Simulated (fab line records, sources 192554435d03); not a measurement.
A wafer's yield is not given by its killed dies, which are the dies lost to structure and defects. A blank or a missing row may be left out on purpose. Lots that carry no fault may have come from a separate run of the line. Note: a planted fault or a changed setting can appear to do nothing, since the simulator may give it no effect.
Matching of chambers ; flow n5-finfet ; N5_BEOL_M0_CO_CAP_123 on cvd-co-01: 3 sister chambers
The step material Co, precursor CCTBA/H2, target thk 2 nm, time 102.1 s. 5 wafers are shown with their chamber, then 8 later ones without.

== WAFERS, EACH WITH ITS CHAMBER ==
wafer;chamber;heater-power-w (W);chamber-pressure-Torr (Torr)
L079.4;0;230;29.99
L079.5;1;216;30.07
L083.4;2;225;30.03
L083.6;0;236;29.94
L084.2;2;228;30.03

== WAFERS WITH NO CHAMBER GIVEN ==
wafer;heater-power-w (W);chamber-pressure-Torr (Torr)
L084.3;215;29.98
L084.5;239;30.06
L087.4;239;30.00
L087.5;227;30.00
L087.6;216;30.03
L091.2;221;29.84
L091.3;238;29.96
L091.4;226;29.98

== THE CHAMBER EACH PASSED THROUGH ==
wafer;from the rows above;in truth
L084.3;can't be placed: 1 or 2 or 0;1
L084.5;can't be placed: 2 or 0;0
L087.4;can't be placed: 0 or 2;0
L087.5;can't be placed: 2 or 0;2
L087.6;can't be placed: 1 or 2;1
L091.2;can't be placed: 0 or 2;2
L091.3;0;0
L091.4;can't be placed: 2 or 0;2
Correct placement for 1 of the 8. Not placeable from these rows: 7 (in 7, the candidates include the true chamber). Wrongly placed: 0.
How it was worked out, from the rows above alone: a wafer's distance from a chamber is the root of the sum, over the readings, of the square of ((its reading less the chamber's mean) divided by the reading's scatter). If the next closest chamber is less than 2 further off than the closest, the wafer can't be placed; otherwise it belongs to the closest. A chamber's mean is the mean of its shown wafers. How the scatter is found: for the shown wafers, subtract from each reading the mean of its chamber, square and add these, divide the total by (wafers less chambers), then take the root.
